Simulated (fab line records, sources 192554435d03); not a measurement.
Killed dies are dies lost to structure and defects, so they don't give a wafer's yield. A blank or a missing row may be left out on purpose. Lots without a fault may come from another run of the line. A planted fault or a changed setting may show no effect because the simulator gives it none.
Problem report in the 8D (eight disciplines) form, filled by code | flow n5_finfet | the parts of the form that need people (team, actions taken, sign-off) are left out

1. THE PROBLEM
cathode_dc_power_W at N5_BEOL_M15_SPUTTER_44 reads a mean of 13862 W on 6 wafers of 2 lots; wafers without a fault read 15000 W with a standard deviation of 2.9. That is -99 or more standard deviations from the usual mean.
The step: material Ta, target thk 15 nm, time 24.19 s.
First seen on wafer L774.1, day 17 05:09, on pvd_sputter-02. The record holds 18 wafers of 6 lots with a number at this step. Rule for "out", or "out of limits": more than 4 standard deviations from the usual mean. The other wafers with a number count as sound.

2. WHAT IT IS AND WHAT IT IS NOT
question                    | is                     | is not
which readings at this step | cathode_dc_power_W     | -
which lots                  | L771, L774             | L761, L764, L775, L777
which wafers of those lots  | all that have a number | -
read on which tools         | pvd_sputter-02         | pvd_sputter-03
when                        | from day 17 05:09      | up to then (3 sound wafers); but 9 sound wafers of L761, L775, L777 came after

3. SUSPECTS, AND WHAT RULES EACH OUT
Counting: a tool at a process step up to the reading stays a suspect if it ran every lot that is out and no sound lot after the first of them.
- rie_diel-06 at N5_BEOL_M15_ETCH_61 (etches BARC in N2/H2, target depth 89 nm, overetch 26.7 nm, time 67.9 s): ruled out as a lasting fault. Sound lots L775 ran on it after its first lot that is out, L774 (day 17 01:13).
- rie_diel-06 at N5_BEOL_M15_TRENCH_ETCH_34 (etches SiO2 in C4F8/O2/Ar, target depth 872.93 nm, time 199 s): ruled out as a lasting fault. Sound lots L775 ran on it after its first lot that is out, L774 (day 17 01:16).
- pvd_sputter-02 at N5_BEOL_M15_PRE_CLEAN_42 (time 30 s): ruled out as a lasting fault. Sound lots L777 ran on it after its first lot that is out, L774 (day 17 05:02).
- pvd_sputter-02 at N5_BEOL_M15_SPUTTER_43 (material TaN, target thk 15 nm, time 24.19 s): ruled out as a lasting fault. Sound lots L777 ran on it after its first lot that is out, L774 (day 17 05:04).
- pvd_sputter-02 at N5_BEOL_M15_SPUTTER_44 (material Ta, target thk 15 nm, time 24.19 s): ruled out as a lasting fault. Sound lots L777 ran on it after its first lot that is out, L774 (day 17 05:09).
Left after counting: nothing in the record.

4. THE CAUSE (what the simulator had put in)
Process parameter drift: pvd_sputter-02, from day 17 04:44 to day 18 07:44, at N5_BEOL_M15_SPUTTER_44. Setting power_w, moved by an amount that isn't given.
Counting ruled it out, wrongly.

5. THE CHAIN OF EFFECTS, in route order
Each row: a reading whose mean over the struck wafers that have a number lies more than 3 standard deviations from the usual. Only readings for which the record gives a usual standard deviation are gone through. hours: the time from each lot's start at the first step in this table that gives one to its start at this step, as a median over the lots. sigmas: the change in usual standard deviations.
hours | step                   | reading            | usual   | on struck wafers | change | sigmas
0     | N5_BEOL_M15_SPUTTER_44 | cathode_dc_power_W | 15000 W | 13862            | -1138  | -99 or more
The process steps in it:
- N5_BEOL_M15_SPUTTER_44: material Ta, target thk 15 nm, time 24.19 s.

6. WHAT WOULD HAVE CAUGHT IT SOONER
In this record the first reading out of limits was taken at day 17 05:09, 0 hours after the fault began at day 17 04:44.
